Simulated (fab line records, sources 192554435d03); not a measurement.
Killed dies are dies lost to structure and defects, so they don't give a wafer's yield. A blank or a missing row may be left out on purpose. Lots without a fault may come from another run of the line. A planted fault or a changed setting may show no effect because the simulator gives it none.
Split-lot experiment | flow n5_finfet | 7 lots, 33 wafers read, on a route of 1938 steps

THE SPLIT
At N5_BEOL_M15_ILD_DEP_00 (deposits SiO2 from TEOS/O2, target thk 1629.3 nm, time 346.1 s), the setting time_s was moved away from the recipe's 346.1 s on 12 of the 33 wafers read, by -44.0% to +55.6%. The other wafers ran this setting at the recipe's value.

FROM THE SPLIT TO THE READING: what the file shows between them, 10 steps
- N5_BEOL_M15_THK_MEAS_01
- N5_BEOL_M15_COAT_58: time 60 s, resist thk 89 nm
- N5_BEOL_M15_COAT_04: resist thk 800 nm
- N5_BEOL_M15_DESCUM_15: chemistry O2, time 7.9 s
- N5_BEOL_M15_ETCH_59: etches BARC in N2/H2, target depth 89 nm, overetch 26.7 nm, time 67.9 s
- N5_BEOL_M15_VIA_ETCH_16: etches SiO2 in C4F8/O2/Ar, target depth 1792.2 nm
- N5_BEOL_M15_STRIP_63: strips in O2
- N5_BEOL_M15_STRIP_64: strips in O2
- N5_BEOL_M15_STRIP_65: strips in post etch residue remover, time 60 s
- N5_BEOL_M15_SRD_66: time 30 s, dry time 30 s

THE READING
cd_nm, in nm, at N5_BEOL_M15_CD_MEAS_17 (target cd 360 nm). Fault-free wafers of this fab line usually give 360.4 nm, standard deviation 1.9 nm.

wafer  | tool, chamber at the split | time_s as run, s | against the recipe | cd_nm, nm | against lot-mates on the recipe
L074.1 | pecvd-04, 2                | 346.1            | recipe             | 362.9     | -
L074.2 | pecvd-04, 0                | 346.1            | recipe             | 359.7     | -
L074.3 | pecvd-04, 1                | 521.9            | +50.8%             | 369.6     | +9.1
L074.4 | pecvd-04, 0                | 521.9            | +50.8%             | 366.0     | +5.5
L074.5 | pecvd-04, 1                | 521.9            | +50.8%             | 372.2     | +11.7
L074.6 | pecvd-04, 2                | 346.1            | recipe             | 358.9     | -
L082.2 | pecvd-02, 2                | 346.1            | recipe             | 356.6     | -
L082.3 | pecvd-02, 0                | 538.6            | +55.6%             | 367.1     | +8.8
L082.4 | pecvd-02, 2                | 346.1            | recipe             | 360.1     | -
L081.2 | pecvd-04, 1                | 346.1            | recipe             | 360.5     | -
L081.4 | pecvd-04, 1                | 346.1            | recipe             | 360.3     | -
L081.5 | pecvd-04, 1                | 346.1            | recipe             | 357.1     | -
L078.1 | pecvd-02, 1                | 346.1            | recipe             | 360.8     | -
L078.2 | pecvd-02, 2                | 346.1            | recipe             | 360.6     | -
L078.3 | pecvd-02, 0                | 346.1            | recipe             | 361.4     | -
L078.4 | pecvd-02, 2                | 497.8            | +43.8%             | 368.9     | +8.0
L078.5 | pecvd-02, 0                | 497.8            | +43.8%             | 372.8     | +11.9
L078.6 | pecvd-02, 1                | 497.8            | +43.8%             | 369.2     | +8.3
L084.1 | pecvd-02, 2                | 500.3            | +44.6%             | 367.4     | +7.6
L084.2 | pecvd-02, 1                | 500.3            | +44.6%             | 366.8     | +7.0
L084.3 | pecvd-02, 0                | 346.1            | recipe             | 359.8     | -
L084.4 | pecvd-02, 1                | 346.1            | recipe             | 361.5     | -
L084.5 | pecvd-02, 0                | 346.1            | recipe             | 358.1     | -
L084.6 | pecvd-02, 2                | 500.3            | +44.6%             | 366.7     | +6.9
L091.1 | pecvd-01, 1                | 346.1            | recipe             | 362.6     | -
L091.2 | pecvd-01, 0                | 346.1            | recipe             | 358.9     | -
L091.3 | pecvd-01, 2                | 346.1            | recipe             | 362.5     | -
L091.4 | pecvd-01, 2                | 346.1            | recipe             | 359.8     | -
L091.5 | pecvd-01, 0                | 346.1            | recipe             | 361.6     | -
L091.6 | pecvd-01, 1                | 346.1            | recipe             | 360.6     | -
L093.1 | pecvd-01, 0                | 193.9            | -44.0%             | 354.5     | -8.5
L093.3 | pecvd-01, 1                | 193.9            | -44.0%             | 351.8     | -11.2
L093.5 | pecvd-01, 1                | 346.1            | recipe             | 363.0     | -

THE FIT
A straight line over all 33 wafers: cd_nm changes by +0.171 nm for each +1% of time_s; r = +0.92; the points scatter about the line by 2 nm.
The same after taking each lot's own level away (the mean of its wafers on the recipe; 33 wafers): +0.188 nm for each +1%; r = +0.95; scatter 1.7 nm.
On that fit, the largest move of time_s shifts the reading by 10 nm.
The lots' own levels span 358.35 to 363.00 nm, that is 2.4 times the standard deviation above.
So the lot-to-lot level changes the slope little: the two slopes agree.
Check: with one of the wafers moved furthest among these (+55.6%) left out of the fit, the line predicts +10.4 nm for it against its lot-mates. It came out at +8.75 nm against them.

THE WHOLE CHAIN: every reading that the file lists as answering this split, in the file's order
step                    | what it does                                                   | reading                                                                             | change (the file's fit)               | r (the file's)
N5_BEOL_M15_ILD_DEP_00  | deposits SiO2 from TEOS/O2, target thk 1629.3 nm, time 346.1 s | SiO2_of_BEOL_M15_ILD_DEP_00.thk_nm (the simulator's own value, which no gauge read) | +16.3 nm for each +1% of the setting  | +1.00
N5_BEOL_M15_THK_MEAS_01 |                                                                | M15_ILD_THK                                                                         | +16.3 for each +1% of the setting     | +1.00
N5_BEOL_M15_VIA_ETCH_16 | etches SiO2 in C4F8/O2/Ar, target depth 1792.2 nm              | etch.depth_nm (the simulator's own value, which no gauge read)                      | +16.3 nm for each +1% of the setting  | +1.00
N5_BEOL_M15_VIA_ETCH_16 | etches SiO2 in C4F8/O2/Ar, target depth 1792.2 nm              | coat_of_BEOL_M15_COAT_04.thk_nm (the simulator's own value, which no gauge read)    | -3.93 nm for each +1% of the setting  | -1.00
N5_BEOL_M15_CD_MEAS_17  | target cd 360 nm                                               | cd_nm                                                                               | +0.181 nm for each +1% of the setting | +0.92

THE FILE'S OWN FIT
cd_nm changes by +0.181 nm for each +1% of time_s, r = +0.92.
